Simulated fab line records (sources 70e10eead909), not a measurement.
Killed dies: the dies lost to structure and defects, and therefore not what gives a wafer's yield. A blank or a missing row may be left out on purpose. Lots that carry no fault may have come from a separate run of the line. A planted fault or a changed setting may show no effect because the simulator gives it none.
Matching of chambers | flow nandHarc | NHARC_P_M0_CMP_23 on cmp-03 has 4 sister chambers
The step polishes, t overpolish 20 s, target thk 117.53 nm. 14 wafers are shown with their chamber, then 7 later ones without.

WAFERS, EACH WITH ITS CHAMBER
wafer  | chamber | motorCurrentA (A) | timeToEndpointS (s)
L077.1 | 3       | 12.0              | 25.4
L077.4 | 0       | 12.9              | 27.8
L077.6 | 3       | 11.1              | 26.2
L082.1 | 1       | 11.6              | 31.7
L082.2 | 0       | 12.5              | 31.9
L082.4 | 3       | 12.2              | 30.7
L083.1 | 2       | 13.2              | 30.2
L083.4 | 0       | 12.3              | 29.7
L083.5 | 0       | 12.3              | 28.4
L084.3 | 3       | 11.8              | 29.2
L084.4 | 0       | 11.6              | 29.7
L084.6 | 2       | 13.1              | 29.6
L086.1 | 3       | 11.4              | 28.6
L086.2 | 2       | 13.1              | 28.5

SIGNATURES (averages over the wafers above)
reading         | chamber 0 | chamber 1 | chamber 2 | chamber 3 | scatter within a chamber
motorCurrentA   | 12.320    | 11.600    | 13.133    | 11.700    | 0.412
timeToEndpointS | 29.500    | 31.700    | 29.433    | 28.020    | 1.75
Rule: for each reading, subtract the chamber's mean from the wafer's reading, divide by that reading's scatter and square the result; add these up over the readings and take the root, which gives the wafer's distance from the chamber. If the next closest chamber is less than 2 further off than the closest, the wafer can't be placed; otherwise it belongs to the closest. The scatter is the square root of a quotient: the sum, over the shown wafers, of each reading's squared deviation from its chamber's mean, divided by wafers minus chambers.

WAFERS MISSING THEIR CHAMBER
wafer  | motorCurrentA (A) | timeToEndpointS (s)
L086.4 | 11.1              | 27.6
L091.2 | 12.6              | 25.6
L091.3 | 12.4              | 29.7
L091.6 | 13.2              | 29.9
L093.2 | 12.0              | 25.0
L093.5 | 11.2              | 27.2
L093.6 | 11.9              | 23.9

WHICH CHAMBER EACH ONE RAN IN
wafer  | from the rows above               | in truth
L086.4 | can't be placed: 3 or 1 or 0      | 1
L091.2 | can't be placed: 0 or 2 or 3 or 1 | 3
L091.3 | can't be placed: 0 or 2 or 3      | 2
L091.6 | can't be placed: 2 or 0           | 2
L093.2 | can't be placed: 3 or 0 or 2      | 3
L093.5 | can't be placed: 3 or 1 or 0      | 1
L093.6 | can't be placed: 3 or 0 or 2      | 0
Correctly placed: 0 of 7. Can't be placed from these rows: 7 (the true chamber is among the candidates in 7). Placed wrongly: 0.
